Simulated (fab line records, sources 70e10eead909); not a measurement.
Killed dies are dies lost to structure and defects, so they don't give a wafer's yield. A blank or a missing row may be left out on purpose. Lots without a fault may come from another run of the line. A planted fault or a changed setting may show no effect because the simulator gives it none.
Chamber matching | flow nand_harc | NHARC_P_BONDPAD_ACTIVATE_29 on rie_diel-04: 4 sister chambers
The step chemistry N2, time 60 s. 20 wafers are shown with their chamber, then 10 later ones without.

WAFERS WITH THEIR CHAMBER
wafer  | chamber | showerhead_plenum_p_Torr (Torr) | drypump_motor_current_A (A) | oes_product_au (a.u.)
L693.2 | 0       | 1.83                            | 5.5                         | 0.985
L693.3 | 1       | 1.81                            | 6.0                         | 0.979
L693.5 | 0       | 1.84                            | 5.5                         | 0.994
L695.1 | 1       | 1.81                            | 6.0                         | 0.979
L695.3 | 3       | 1.74                            | 5.6                         | 0.997
L695.6 | 1       | 1.81                            | 6.0                         | 0.988
L696.2 | 1       | 1.81                            | 6.1                         | 0.978
L696.3 | 3       | 1.74                            | 5.6                         | 0.998
L696.6 | 1       | 1.81                            | 6.0                         | 0.989
L697.1 | 2       | 1.69                            | 4.8                         | 0.988
L697.3 | 3       | 1.74                            | 5.6                         | 1.003
L697.5 | 0       | 1.83                            | 5.5                         | 0.991
L698.1 | 1       | 1.81                            | 6.0                         | 0.972
L698.5 | 3       | 1.74                            | 5.6                         | 0.999
L698.6 | 2       | 1.69                            | 4.8                         | 0.988
L705.2 | 1       | 1.81                            | 6.1                         | 0.984
L705.3 | 0       | 1.83                            | 5.5                         | 0.977
L705.5 | 1       | 1.81                            | 6.1                         | 0.984
L706.4 | 3       | 1.74                            | 5.6                         | 0.990
L706.5 | 3       | 1.74                            | 5.6                         | 0.994

SIGNATURES (means of the wafers above)
reading                  | chamber 0 | chamber 1 | chamber 2 | chamber 3 | scatter within a chamber
showerhead_plenum_p_Torr | 1.8325    | 1.8100    | 1.6900    | 1.7400    | 0.00217
drypump_motor_current_A  | 5.500     | 6.037     | 4.800     | 5.600     | 0.0342
oes_product_au           | 0.98675   | 0.98162   | 0.98800   | 0.99683   | 0.00555
Rule: a wafer's distance from a chamber is the root of the sum, over the readings, of the square of ((its reading less the chamber's mean) divided by the reading's scatter). The wafer belongs to the nearest chamber; if the next one is less than 2 further off, it can't be placed. The scatter: the root of (the sum of the squares of (reading less its chamber's mean) over the shown wafers, divided by (wafers less chambers)).

WAFERS WITHOUT THEIR CHAMBER
wafer  | showerhead_plenum_p_Torr (Torr) | drypump_motor_current_A (A) | oes_product_au (a.u.)
L706.6 | 1.83                            | 5.5                         | 0.980
L704.2 | 1.74                            | 5.6                         | 0.996
L704.3 | 1.83                            | 5.5                         | 0.987
L704.6 | 1.81                            | 6.1                         | 0.970
L711.3 | 1.69                            | 4.9                         | 0.977
L711.4 | 1.81                            | 6.0                         | 0.972
L711.6 | 1.69                            | 4.9                         | 0.993
L713.4 | 1.69                            | 4.9                         | 0.976
L713.5 | 1.83                            | 5.4                         | 0.976
L713.6 | 1.81                            | 6.0                         | 0.972

WHICH CHAMBER EACH WENT THROUGH
wafer  | from the rows above | in truth
L706.6 | 0                   | 0
L704.2 | 3                   | 3
L704.3 | 0                   | 0
L704.6 | 1                   | 1
L711.3 | 2                   | 2
L711.4 | 1                   | 1
L711.6 | 2                   | 2
L713.4 | 2                   | 2
L713.5 | 0                   | 0
L713.6 | 1                   | 1
Placed correctly: 10 of 10. Can't be placed from these rows: 0. Placed wrongly: 0.
